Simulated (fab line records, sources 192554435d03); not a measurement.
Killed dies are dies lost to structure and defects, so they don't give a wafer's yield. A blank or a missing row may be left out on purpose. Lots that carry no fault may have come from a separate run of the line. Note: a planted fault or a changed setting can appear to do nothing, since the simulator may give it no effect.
Chamber matching | flow n5Finfet | N5_BEOL_M2_ETCH_69 on rieDiel-05: 4 sister chambers
The step etches SiARC in CF4, target depth 15.6 nm, time 26 s. 8 wafers are shown with their chamber, then 10 later ones without.

== WAFERS PAIRED WITH THEIR CHAMBERS ==
wafer  | chamber | drypumpMotorCurrentA (A) | showerheadPlenumPTorr (Torr)
L086.1 | 3       | 5.3                      | 2.10
L086.2 | 1       | 5.8                      | 2.20
L086.5 | 2       | 5.9                      | 2.11
L088.2 | 1       | 5.8                      | 2.20
L088.3 | 2       | 5.8                      | 2.11
L088.5 | 0       | 5.8                      | 2.10
L091.2 | 3       | 5.3                      | 2.09
L091.4 | 0       | 5.8                      | 2.10

== WAFERS MISSING THEIR CHAMBER ==
wafer  | drypumpMotorCurrentA (A) | showerheadPlenumPTorr (Torr)
L091.6 | 5.3                      | 2.09
L093.3 | 5.8                      | 2.10
L093.4 | 5.9                      | 2.11
L093.5 | 5.3                      | 2.09
L094.4 | 5.8                      | 2.10
L094.5 | 5.8                      | 2.10
L094.6 | 5.3                      | 2.09
L096.1 | 5.8                      | 2.10
L096.2 | 5.9                      | 2.10
L096.3 | 5.3                      | 2.09

== EACH ONE'S CHAMBER ==
wafer  | from the rows above     | in truth
L091.6 | 3                       | 3
L093.3 | 0                       | 0
L093.4 | 2                       | 2
L093.5 | 3                       | 3
L094.4 | 0                       | 0
L094.5 | 0                       | 0
L094.6 | 3                       | 3
L096.1 | 0                       | 0
L096.2 | can't be placed: 0 or 2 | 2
L096.3 | 3                       | 3
9 of 10 placed correctly. From these rows, 1 cannot be placed; in 1 the true chamber is one of the candidates. Wrongly placed: 0.
How it was worked out, from the rows above alone: a wafer's distance from a chamber is the root of the sum, over the readings, of the square of ((its reading less the chamber's mean) divided by the reading's scatter). The wafer belongs to the nearest chamber; if the next one is less than 2 further off, it can't be placed. For every chamber, the mean is computed from those of its wafers that are shown. The scatter is the square root of a quotient: the sum, over the shown wafers, of each reading's squared deviation from its chamber's mean, divided by wafers minus chambers.
